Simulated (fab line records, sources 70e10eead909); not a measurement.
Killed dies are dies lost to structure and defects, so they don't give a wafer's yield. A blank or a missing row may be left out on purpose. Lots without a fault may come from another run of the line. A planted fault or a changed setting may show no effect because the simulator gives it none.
Chamber matching | flow nand_harc | NHARC_P_M0_STRIP_18 on rie_diel-09: 4 sister chambers
The step strips in N2/H2. 8 wafers are shown with their chamber, then 12 later ones without.

WAFERS WITH THEIR CHAMBER
wafer  | chamber | showerhead_plenum_p_Torr (Torr) | drypump_motor_current_A (A)
L077.5 | 1       | 1.98                            | 6.1
L079.2 | 1       | 1.97                            | 6.0
L080.6 | 2       | 2.02                            | 6.3
L083.2 | 0       | 1.97                            | 6.1
L083.4 | 2       | 2.02                            | 6.2
L086.1 | 0       | 1.97                            | 6.0
L086.3 | 3       | 2.11                            | 6.2
L086.5 | 3       | 2.11                            | 6.2

WAFERS WITHOUT THEIR CHAMBER
wafer  | showerhead_plenum_p_Torr (Torr) | drypump_motor_current_A (A)
L084.2 | 2.02                            | 6.2
L084.3 | 2.11                            | 6.2
L084.4 | 1.96                            | 6.0
L089.3 | 2.02                            | 6.3
L089.4 | 1.96                            | 6.0
L089.5 | 1.96                            | 6.1
L091.4 | 2.11                            | 6.2
L091.5 | 1.96                            | 6.1
L091.6 | 2.11                            | 6.2
L095.2 | 1.96                            | 6.1
L095.3 | 2.02                            | 6.3
L095.4 | 2.11                            | 6.3

WHICH CHAMBER EACH WENT THROUGH
wafer  | from the rows above     | in truth
L084.2 | 2                       | 2
L084.3 | 3                       | 3
L084.4 | can't be placed: 0 or 1 | 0
L089.3 | 2                       | 2
L089.4 | can't be placed: 0 or 1 | 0
L089.5 | can't be placed: 0 or 1 | 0
L091.4 | 3                       | 3
L091.5 | can't be placed: 0 or 1 | 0
L091.6 | 3                       | 3
L095.2 | can't be placed: 0 or 1 | 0
L095.3 | 2                       | 2
L095.4 | 3                       | 3
Placed correctly: 7 of 12. Can't be placed from these rows: 5 (the true chamber is among the candidates in 5). Placed wrongly: 0.
How it was worked out, from the rows above alone: a wafer's distance from a chamber is the root of the sum, over the readings, of the square of ((its reading less the chamber's mean) divided by the reading's scatter). The wafer belongs to the nearest chamber; if the next one is less than 2 further off, it can't be placed. A chamber's mean is the mean of its shown wafers. The scatter: the root of (the sum of the squares of (reading less its chamber's mean) over the shown wafers, divided by (wafers less chambers)).
